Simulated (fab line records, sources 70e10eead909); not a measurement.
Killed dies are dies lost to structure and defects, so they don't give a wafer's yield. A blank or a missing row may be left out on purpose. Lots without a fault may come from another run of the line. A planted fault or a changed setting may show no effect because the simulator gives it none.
Chamber matching | flow nand_harc | NHARC_A_DECK1_JOINT_CMP_02 on cmp-01: 4 sister chambers
The step polishes SiOx. 4 wafers are shown with their chamber, then 8 later ones without.

WAFERS WITH THEIR CHAMBER
wafer  | chamber | motor_current_A (A)
L543.2 | 0       | 10.8
L543.4 | 3       | 12.8
L545.5 | 1       | 11.4
L547.3 | 2       | 12.2

WAFERS WITHOUT THEIR CHAMBER
wafer  | motor_current_A (A)
L547.5 | 13.1
L547.6 | 12.2
L554.1 | 13.7
L554.3 | 12.7
L554.5 | 10.7
L556.3 | 12.8
L556.4 | 12.0
L556.5 | 12.9

WHICH CHAMBER EACH WENT THROUGH
wafer  | from the rows above          | in truth
L547.5 | can't be placed: 3 or 2      | 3
L547.6 | can't be placed: 2 or 3      | 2
L554.1 | can't be placed: 3 or 2      | 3
L554.3 | can't be placed: 3 or 2      | 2
L554.5 | can't be placed: 0 or 1      | 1
L556.3 | can't be placed: 3 or 2      | 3
L556.4 | can't be placed: 2 or 1 or 3 | 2
L556.5 | can't be placed: 3 or 2      | 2
Placed correctly: 0 of 8. Can't be placed from these rows: 8 (the true chamber is among the candidates in 8). Placed wrongly: 0.
How it was worked out, from the rows above alone: a wafer's distance from a chamber is the root of the sum, over the readings, of the square of ((its reading less the chamber's mean) divided by the reading's scatter). The wafer belongs to the nearest chamber; if the next one is less than 2 further off, it can't be placed. A chamber's mean is the mean of its shown wafers. The scatter: with one shown wafer a chamber, the root of the mean of the squares of how far each hidden wafer lies from its nearest shown one.
